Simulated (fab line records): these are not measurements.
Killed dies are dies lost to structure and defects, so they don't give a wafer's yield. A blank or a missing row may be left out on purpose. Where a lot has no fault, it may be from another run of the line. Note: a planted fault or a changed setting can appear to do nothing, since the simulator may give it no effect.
What tool caused it? -- flow n5-finfet -- 24 lots with 72 wafers sampled at 6 steps, on a route of 1938 steps

WHAT THE GAUGES READ, wafer by wafer
The record lacks any reading of a measuring or inspecting step that a usual standard deviation could be used to judge.

WHAT TOOL EACH LOT RAN ON (gives the tool, then ch and the chambers of the sampled wafers, and finally the start)
lot,N5_BEOL_M0_SAQP_STRIP_108,N5_BEOL_M0_SAQP_ALD_48,N5_BEOL_M0_DEGAS_112,N5_BEOL_M0_ANNEAL_119,N5_BEOL_M0_CMP_120,N5_BEOL_M1_HM_DEP_02
L074,"rie-diel-06 ch 0,1,3, day 5 15:38","ald-sin-04 ch 0,1,2, day 5 17:32","pvd-sputter-03, day 5 20:21","rtp-anneal-01 ch 0, day 5 21:39","cmp-01 ch 0,2,3, day 5 21:54","pvd-sputter-02, day 6 00:07"
L075,"rie-diel-05 ch 0,1,2, day 5 23:14","ald-sin-01 ch 0,3, day 6 01:14","pvd-sputter-03, day 6 06:44","rtp-anneal-02 ch 0, day 6 08:24","cmp-02 ch 0,2,3, day 6 08:44","pvd-sputter-02, day 6 10:46"
L076,"rie-diel-01 ch 0,1,2, day 6 03:35","ald-sin-04 ch 0,1,3, day 6 05:30","pvd-sputter-03, day 6 11:47","rtp-anneal-02 ch 0, day 6 14:25","cmp-01 ch 0,3, day 6 14:40","pvd-sputter-02, day 6 17:13"
L077,"rie-diel-06 ch 1,2,3, day 6 06:05","ald-sin-01 ch 1,2, day 6 08:19","pvd-sputter-01, day 6 11:17","rtp-anneal-02 ch 0, day 6 12:30","cmp-02 ch 1,2, day 6 12:47","pvd-sputter-01, day 6 14:23"
L078,"rie-diel-06 ch 2,3, day 6 14:07","ald-sin-02 ch 1,2, day 6 15:56","pvd-sputter-01, day 6 19:28","rtp-anneal-02 ch 0, day 6 20:58","cmp-03 ch 0,2,3, day 6 21:17","pvd-sputter-03, day 7 01:29"
L079,"rie-diel-06 ch 2,3, day 6 21:00","ald-sin-02 ch 0,2, day 6 23:07","pvd-sputter-02, day 7 02:52","rtp-anneal-01 ch 0, day 7 05:46","cmp-02 ch 0,3, day 7 06:01","pvd-sputter-01, day 7 08:55"
L080,"rie-diel-05 ch 2,3, day 7 06:05","ald-sin-02 ch 0,1,2, day 7 07:47","pvd-sputter-01, day 7 13:39","rtp-anneal-01 ch 0, day 7 15:11","cmp-01 ch 1,2,3, day 7 15:32","pvd-sputter-01, day 7 16:43"
L081,"rie-diel-06 ch 0,3, day 7 10:10","ald-sin-04 ch 2,3, day 7 11:52","pvd-sputter-01, day 7 16:26","rtp-anneal-01 ch 0, day 7 18:02","cmp-01 ch 0,3, day 7 18:17","pvd-sputter-01, day 7 21:38"
L082,"rie-diel-05 ch 0,1,2, day 7 12:41","ald-sin-04 ch 0,2,3, day 7 15:10","pvd-sputter-02, day 7 18:41","rtp-anneal-01 ch 0, day 7 20:21","cmp-03 ch 0,1,3, day 7 20:38","pvd-sputter-01, day 7 21:50"
L083,"rie-diel-06 ch 0,2,3, day 7 20:02","ald-sin-02 ch 1,2,3, day 7 21:43","pvd-sputter-03, day 8 03:29","rtp-anneal-02 ch 0, day 8 06:33","cmp-03 ch 0,2,3, day 8 06:53","pvd-sputter-03, day 8 09:27"
L084,"rie-diel-06 ch 0,2, day 8 04:43","ald-sin-01 ch 0,2,3, day 8 07:43","pvd-sputter-01, day 8 11:19","rtp-anneal-02 ch 0, day 8 13:27","cmp-02 ch 1,2,3, day 8 13:44","pvd-sputter-01, day 8 14:58"
L085,"rie-diel-01 ch 0,2,3, day 8 06:42","ald-sin-04 ch 0,2,3, day 8 08:52","pvd-sputter-03, day 8 15:49","rtp-anneal-01 ch 0, day 8 17:59","cmp-01 ch 1,2,3, day 8 18:16","pvd-sputter-02, day 8 23:10"
L086,"rie-diel-01 ch 0,1,3, day 8 18:18","ald-sin-04 ch 0,2,3, day 8 20:23","pvd-sputter-02, day 8 23:48","rtp-anneal-01 ch 0, day 9 01:05","cmp-01 ch 0,1,2, day 9 01:23","pvd-sputter-02, day 9 03:37"
L087,"rie-diel-06 ch 0,2, day 8 21:29","ald-sin-01 ch 0,2,3, day 8 23:26","pvd-sputter-02, day 9 03:43","rtp-anneal-02 ch 0, day 9 05:09","cmp-03 ch 2,3, day 9 05:26","pvd-sputter-01, day 9 06:54"
L088,"rie-diel-01 ch 1,2, day 9 02:44","ald-sin-02 ch 0,1,3, day 9 05:01","pvd-sputter-01, day 9 09:35","rtp-anneal-02 ch 0, day 9 10:46","cmp-01 ch 1,2, day 9 11:01","pvd-sputter-03, day 9 13:01"
L089,"rie-diel-05 ch 1,2,3, day 9 10:41","ald-sin-01 ch 0,2,3, day 9 12:44","pvd-sputter-02, day 9 16:28","rtp-anneal-01 ch 0, day 9 17:52","cmp-02 ch 0,1,2, day 9 18:10","pvd-sputter-02, day 9 19:41"
L090,"rie-diel-06 ch 1,2,3, day 9 16:57","ald-sin-01 ch 0,2,3, day 9 19:21","pvd-sputter-01, day 9 22:35","rtp-anneal-01 ch 0, day 9 23:43","cmp-02 ch 0,1,3, day 10 00:03","pvd-sputter-02, day 10 01:48"
L091,"rie-diel-05 ch 0,2,3, day 9 19:17","ald-sin-04 ch 1,2,3, day 9 21:01","pvd-sputter-02, day 10 04:20","rtp-anneal-01 ch 0, day 10 06:00","cmp-02 ch 0,2, day 10 06:17","pvd-sputter-01, day 10 09:23"
L092,"rie-diel-01 ch 1,2, day 9 22:10","ald-sin-02 ch 2,3, day 9 23:57","pvd-sputter-01, day 10 03:38","rtp-anneal-01 ch 0, day 10 05:26","cmp-02 ch 0,3, day 10 05:38","pvd-sputter-03, day 10 06:52"
L093,"rie-diel-01 ch 0,1,3, day 10 05:26","ald-sin-04 ch 0,1,3, day 10 07:26","pvd-sputter-01, day 10 10:23","rtp-anneal-02 ch 0, day 10 12:22","cmp-02 ch 1,2, day 10 12:52","pvd-sputter-02, day 10 13:55"
L094,"rie-diel-01 ch 0,2, day 10 21:44","ald-sin-04 ch 1,2,3, day 11 00:00","pvd-sputter-01, day 11 03:44","rtp-anneal-02 ch 0, day 11 05:12","cmp-02 ch 0,3, day 11 05:25","pvd-sputter-03, day 11 06:48"
L095,"rie-diel-01 ch 2,3, day 11 02:10","ald-sin-01 ch 0,1,2, day 11 04:23","pvd-sputter-03, day 11 07:37","rtp-anneal-01 ch 0, day 11 11:55","cmp-03 ch 0,1, day 11 12:40","pvd-sputter-03, day 11 15:31"
L096,"rie-diel-05 ch 1,2, day 11 03:52","ald-sin-02 ch 0,1,2, day 11 05:58","pvd-sputter-01, day 11 12:17","rtp-anneal-02 ch 0, day 11 13:53","cmp-03 ch 0,1,2, day 11 14:16","pvd-sputter-03, day 11 15:56"
L097,"rie-diel-01 ch 0,2,3, day 11 09:16","ald-sin-01 ch 0,1,2, day 11 11:10","pvd-sputter-03, day 11 16:55","rtp-anneal-02 ch 0, day 11 18:34","cmp-02 ch 0,1,3, day 11 18:52","pvd-sputter-03, day 11 22:38"
- N5_BEOL_M0_SAQP_STRIP_108: strips in N2/H2.
- N5_BEOL_M0_SAQP_ALD_48: deposits SiO2, target thk 20 nm, pulse time 1 s, co reactant pulse time 1 s.
- N5_BEOL_M0_DEGAS_112: time 60 s.
- N5_BEOL_M0_ANNEAL_119: time 90 s.
- N5_BEOL_M0_CMP_120: polishes, stops on SiOC, t overpolish 6.9 s.
- N5_BEOL_M1_HM_DEP_02: deposits TiN, target thk 20 nm.

AS READ BY THE TOOLS THEMSELVES (means over the sampled wafers that have a number; for cases with no such wafer, the mark the record gives instead)
N5_BEOL_M0_SAQP_STRIP_108. Usual: chamber-pressure-mTorr is 50.00 mTorr with standard deviation 0.047, drypump-motor-current-A is 5.64 A with standard deviation 0.29, n2-flow-sccm is 300.0 sccm with standard deviation 0.93, oes-product-au is 0.76 a.u. with standard deviation 0.074, rf-vpp-V is 122.1 V with standard deviation 0.91, showerhead-plenum-p-Torr is 3.40 Torr with standard deviation 0.073, and throttle-valve-pct is 19.1 % with standard deviation 0.37.
lot,tool,chamber-pressure-mTorr (mTorr),drypump-motor-current-A (A),n2-flow-sccm (sccm),oes-product-au (a.u.),rf-vpp-V (V),showerhead-plenum-p-Torr (Torr),throttle-valve-pct (%),flag
L074,rie-diel-06,49.99,5.49,299.2,0.77,121.8,3.41,19.0,
L075,rie-diel-05,49.97,5.65,299.6,0.82,122.2,3.45,19.1,
L076,rie-diel-01,49.92,5.78,300.4,0.69,122.0,3.42,19.6,
L077,rie-diel-06,50.02,5.39,300.0,0.76,122.2,3.36,18.9,
L078,rie-diel-06,50.01,5.49,299.9,0.77,121.1,3.33,19.0,
L079,rie-diel-06,49.98,5.47,299.4,0.77,122.0,3.33,19.0,
L080,rie-diel-05,49.96,5.56,299.9,0.75,121.9,3.35,18.9,
L081,rie-diel-06,50.02,5.69,301.3,0.76,122.1,3.42,19.2,
L082,rie-diel-05,49.99,5.65,299.2,0.81,121.8,3.45,19.1,
L083,rie-diel-06,50.04,5.58,300.1,0.76,122.2,3.38,19.1,
L084,rie-diel-06,49.98,5.66,299.7,0.72,122.3,3.40,19.0,
L085,rie-diel-01,50.01,5.71,299.5,0.77,122.2,3.41,19.1,
L086,rie-diel-01,50.03,5.95,300.2,0.78,121.9,3.46,19.3,
L087,rie-diel-06,50.04,5.66,299.2,0.71,122.5,3.39,19.0,
L088,rie-diel-01,49.98,5.50,299.5,0.69,122.2,3.37,19.3,
L089,rie-diel-05,50.01,5.47,299.9,0.78,122.6,3.38,19.0,
L090,rie-diel-06,50.03,5.41,299.6,0.82,122.3,3.35,18.8,
L091,rie-diel-05,50.02,5.71,300.3,0.75,122.2,3.40,19.1,
L092,rie-diel-01,50.02,5.73,300.0,0.67,121.8,3.41,19.6,
L093,rie-diel-01,50.02,5.95,300.7,0.76,122.3,3.45,19.4,
L094,rie-diel-01,50.01,5.84,300.9,0.79,121.8,3.40,19.3,
L095,rie-diel-01,50.03,5.60,299.7,0.71,122.4,3.41,18.8,
L096,rie-diel-05,50.01,5.47,299.9,0.81,121.3,3.41,19.3,
L097,rie-diel-01,49.97,5.70,300.1,0.74,122.0,3.40,19.1,

N5_BEOL_M0_SAQP_ALD_48. Usual: heater-power-outer-w 42 W, standard deviation 5.3; heater-power-w 80 W, standard deviation 9.5; precursor-pulse-height-rel 0.998, standard deviation 0.019.
lot,tool,heater-power-outer-w (W),heater-power-w (W),precursor-pulse-height-rel,flag
L074,ald-sin-04,43,82,0.984,
L075,ald-sin-01,39,79,1.015,
L076,ald-sin-04,40,75,0.996,
L077,ald-sin-01,47,89,0.989,
L078,ald-sin-02,40,81,1.017,
L079,ald-sin-02,35,67,1.001,
L080,ald-sin-02,36,72,1.015,
L081,ald-sin-04,44,83,1.014,
L082,ald-sin-04,43,80,1.004,
L083,ald-sin-02,39,78,0.984,
L084,ald-sin-01,44,84,1.006,
L085,ald-sin-04,43,81,0.982,
L086,ald-sin-04,43,81,0.999,
L087,ald-sin-01,44,84,1.001,
L088,ald-sin-02,38,76,1.001,
L089,ald-sin-01,44,84,0.994,
L090,ald-sin-01,44,84,0.986,
L091,ald-sin-04,41,77,1.000,
L092,ald-sin-02,37,71,1.004,
L093,ald-sin-04,40,76,0.988,
L094,ald-sin-04,41,79,1.000,
L095,ald-sin-01,46,87,1.000,
L096,ald-sin-02,37,74,1.016,
L097,ald-sin-01,46,88,1.006,

N5_BEOL_M0_DEGAS_112. Usual: heater-power-w reads 326 W (standard deviation 44).
lot,tool,heater-power-w (W),flag
L074,pvd-sputter-03,351,
L075,pvd-sputter-03,384,
L076,pvd-sputter-03,351,
L077,pvd-sputter-01,315,
L078,pvd-sputter-01,296,
L079,pvd-sputter-02,341,
L080,pvd-sputter-01,303,
L081,pvd-sputter-01,291,
L082,pvd-sputter-02,340,
L083,pvd-sputter-03,335,
L084,pvd-sputter-01,295,
L085,pvd-sputter-03,375,
L086,pvd-sputter-02,365,
L087,pvd-sputter-02,368,
L088,pvd-sputter-01,276,
L089,pvd-sputter-02,336,
L090,pvd-sputter-01,298,
L091,pvd-sputter-02,366,
L092,pvd-sputter-01,310,
L093,pvd-sputter-01,297,
L094,pvd-sputter-01,305,
L095,pvd-sputter-03,353,
L096,pvd-sputter-01,290,
L097,pvd-sputter-03,355,

N5_BEOL_M0_ANNEAL_119. Usual: wafer_temp_C_max reads 225.74 (standard deviation 0.22).
lot,tool,wafer_temp_C_max,flag
L074,rtp-anneal-01,225.49,
L075,rtp-anneal-02,225.75,
L076,rtp-anneal-02,225.87,
L077,rtp-anneal-02,225.65,
L078,rtp-anneal-02,226.04,
L079,rtp-anneal-01,225.53,
L080,rtp-anneal-01,225.76,
L081,rtp-anneal-01,225.83,
L082,rtp-anneal-01,225.55,
L083,rtp-anneal-02,225.94,
L084,rtp-anneal-02,225.83,
L085,rtp-anneal-01,225.55,
L086,rtp-anneal-01,225.81,
L087,rtp-anneal-02,225.67,
L088,rtp-anneal-02,225.82,
L089,rtp-anneal-01,225.86,
L090,rtp-anneal-01,225.59,
L091,rtp-anneal-01,225.61,
L092,rtp-anneal-01,225.63,
L093,rtp-anneal-02,225.56,
L094,rtp-anneal-02,225.53,
L095,rtp-anneal-01,225.66,
L096,rtp-anneal-02,225.86,
L097,rtp-anneal-02,226.05,

N5_BEOL_M0_CMP_120. Usual: barrier-field-endpoint-s 3.58 s, standard deviation 0.13; motor-current-A 5.8 A, standard deviation 0.76; overpolish-run-s 6.901 s, standard deviation 0.0099; pad-life-wafers 936, standard deviation 540; time-to-endpoint-s 61 s, standard deviation 3.4.
lot,tool,barrier-field-endpoint-s (s),motor-current-A (A),overpolish-run-s (s),pad-life-wafers,time-to-endpoint-s (s),flag
L074,cmp-01,3.67,6.0,6.912,1135,66,
L075,cmp-02,3.50,6.0,6.896,2,64,
L076,cmp-01,3.70,6.4,6.902,1266,61,
L077,cmp-02,3.70,5.1,6.896,26,62,
L078,cmp-03,3.69,5.5,6.902,428,63,
L079,cmp-02,3.63,6.5,6.902,156,60,
L080,cmp-01,3.64,5.8,6.895,1491,60,
L081,cmp-01,3.53,6.5,6.907,1519,60,
L082,cmp-03,3.81,5.7,6.898,631,66,
L083,cmp-03,3.70,5.3,6.906,722,64,
L084,cmp-02,3.75,5.6,6.890,356,59,
L085,cmp-01,3.52,5.7,6.899,1712,63,
L086,cmp-01,3.59,5.7,6.899,1765,56,
L087,cmp-03,3.47,5.8,6.903,918,61,
L088,cmp-01,3.66,5.2,6.911,1860,59,
L089,cmp-02,3.51,5.4,6.907,583,58,
L090,cmp-02,3.40,6.1,6.917,644,58,
L091,cmp-02,3.41,5.7,6.895,721,62,
L092,cmp-02,3.52,6.2,6.898,715,62,
L093,cmp-02,3.50,5.0,6.893,786,64,
L094,cmp-02,3.51,6.4,6.907,938,56,
L095,cmp-03,3.41,5.6,6.904,1496,60,
L096,cmp-03,3.60,6.2,6.897,1532,62,
L097,cmp-02,3.54,6.0,6.893,1064,59,

N5_BEOL_M1_HM_DEP_02. Usual: throttle-valve-pct reads 30.3 % (standard deviation 0.97).
lot,tool,throttle-valve-pct (%),flag
L074,pvd-sputter-02,30.8,
L075,pvd-sputter-02,30.2,
L076,pvd-sputter-02,31.5,
L077,pvd-sputter-01,30.7,
L078,pvd-sputter-03,29.9,
L079,pvd-sputter-01,29.8,
L080,pvd-sputter-01,30.8,
L081,pvd-sputter-01,29.8,
L082,pvd-sputter-01,30.2,
L083,pvd-sputter-03,30.3,
L084,pvd-sputter-01,30.7,
L085,pvd-sputter-02,30.3,
L086,pvd-sputter-02,30.5,
L087,pvd-sputter-01,30.0,
L088,pvd-sputter-03,30.3,
L089,pvd-sputter-02,30.8,
L090,pvd-sputter-02,30.0,
L091,pvd-sputter-01,29.5,
L092,pvd-sputter-03,29.3,
L093,pvd-sputter-02,29.9,
L094,pvd-sputter-03,30.4,
L095,pvd-sputter-03,30.3,
L096,pvd-sputter-03,30.2,
L097,pvd-sputter-03,30.4,

THE ANSWER, worked out from the rows above alone
Rule: lot off if the mean of its wafers having a number is beyond 3 standard deviations from the usual mean. Also off: a lot with no number at a reading for which 4 or more lots have one. The other lots that the step has rows for count as sound. Order of review: gauges by route order, followed by the tools' own readings, for which a lot's mean as printed above is used. The first step at which some lot is off is used, and at that step the reading that is off furthest; a lot without a number counts as furthest.
None of the lots is off at any reading shown; this tells nothing.

WHAT THE SIMULATOR HAD PUT IN
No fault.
